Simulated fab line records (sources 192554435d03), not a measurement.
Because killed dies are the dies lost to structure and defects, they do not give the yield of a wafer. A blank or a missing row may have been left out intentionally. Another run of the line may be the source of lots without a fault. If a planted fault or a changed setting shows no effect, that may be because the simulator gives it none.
Comparing a struck lot with a sound one    flow n5_finfet    16 steps out of a route of 1938
Sound: these wafers, L599.4, L599.5, L599.6. Wafers struck: L613.1, L613.4, L613.5. The cause comes at the end.
For every step that has rows: the tool of each side, followed by ch and its chambers, followed by its first start. Under that, the readings that differ: sound wafers    struck wafers    difference of the means    sigmas: that difference in standard deviations of wafers without a fault.
alike: a reading whose means differ by less than 2 such deviations, as well as words and numbers matching on both sides. not compared: withheld readings; readings where some wafer has no value; bounds like >300 that might hide an equal value; numbers whose values overlap and for which the record gives no deviation.
A row with sigmas, a row that says differs or no value, or rows on one side alone: a step with any of these is where the two part. When numbers do not overlap yet have no deviation, they are printed without sigmas and do not part them. A reading missing from all wafers of one side parts the sides only when that side holds two or more wafers.

first, 7 steps without rows for these wafers: N5_WELL_APT_COAT_02 (resist thk 950 nm); N5_WELL_APT_EBR_04; N5_WELL_APT_SOFTBAKE_03 (time 60 s); N5_WELL_APT_EXPOSE_05 (exposes mask NWELL, defocus 0 nm, target cd 200 nm); N5_WELL_APT_PEB_06 (peb time 90 s); N5_WELL_APT_DEVELOP_07 (develop time 45 s); N5_WELL_APT_HARDBAKE_12 (time 120 s).
N5_WELL_APT_CD_MEAS_08 targets a cd of 200 nm.
  sound on cd_sem-02 ch 0, day 1 19:43; struck on cd_sem-03 ch 0, day 5 07:41
  alike: cd_nm
N5_WELL_APT_OVL_MEAS_09:
  sound on overlay-02 ch 0, day 1 19:44; struck on overlay-02 ch 0, day 5 07:43
  alike: NWELL_OVL
N5_WELL_APT_INSPECT_10: inspects for defects (macro).
  sound on defect_inspect-01, day 1 19:46; struck on defect_inspect-02, day 5 07:44
  alike: raw_defect_count
N5_WELL_APT_DESCUM_13: chemistry O2, time 7.9 s.
  sound on rie_diel-06 ch 0,1,3, day 1 19:53; struck on rie_diel-03 ch 0,1,3, day 5 07:47
  alike: drypump_motor_current_A, o2_flow_sccm, oes_product_au, rf_vpp_V, showerhead_plenum_p_Torr, throttle_valve_pct
  not compared: rf_hours_counter_h
following that, these wafers have no rows for 1 step: N5_WELL_APT_IMPLANT_14.
N5_WELL_APT_IMPLANT_15:
  sound on implanter-02 ch 0, day 1 20:13; struck on implanter-02 ch 0, day 5 08:24
reading             sound                 struck             difference  sigmas
tilt_deg (degrees)  -0.035 -0.044 -0.023  0.007 0.005 0.031  +0.048      +2
  alike: beam_on_s
then, 1 step without rows for these wafers: N5_WELL_APT_STRIP_16 (strips in SPM, time 900 s).
-- record jumps: 11 days separate the struck wafers' starts on either side; left off in module WELL_APT, taken up again in module BEOL_M4, whose first shown step is the route's number 1111 --
N5_BEOL_M4_RC_MEAS_101:
  sound on prober-02 ch 0, day 8 03:07; struck on prober-01 ch 0, day 15 22:49
  alike: DIBL_N, DIBL_P, IOFF_N, IOFF_P, ION_N, ION_P, SS_N, SS_P, VT_N, VT_P
-- a jump in the record: the struck wafers' starts before and after are 3 days apart (it breaks off in module BEOL_M4 and resumes in module PASSIVATION, where the first step shown is number 1936 of the route) --
N5_PASSIVATION_PROBE_49:
  only the struck wafers here have rows in the record (prober-01, day 19 00:10); the sound ones have none

WHERE THEY PART
Earliest at N5_WELL_APT_IMPLANT_15; latest, in this record, at N5_PASSIVATION_PROBE_49.

WHY: the cause the simulator had injected
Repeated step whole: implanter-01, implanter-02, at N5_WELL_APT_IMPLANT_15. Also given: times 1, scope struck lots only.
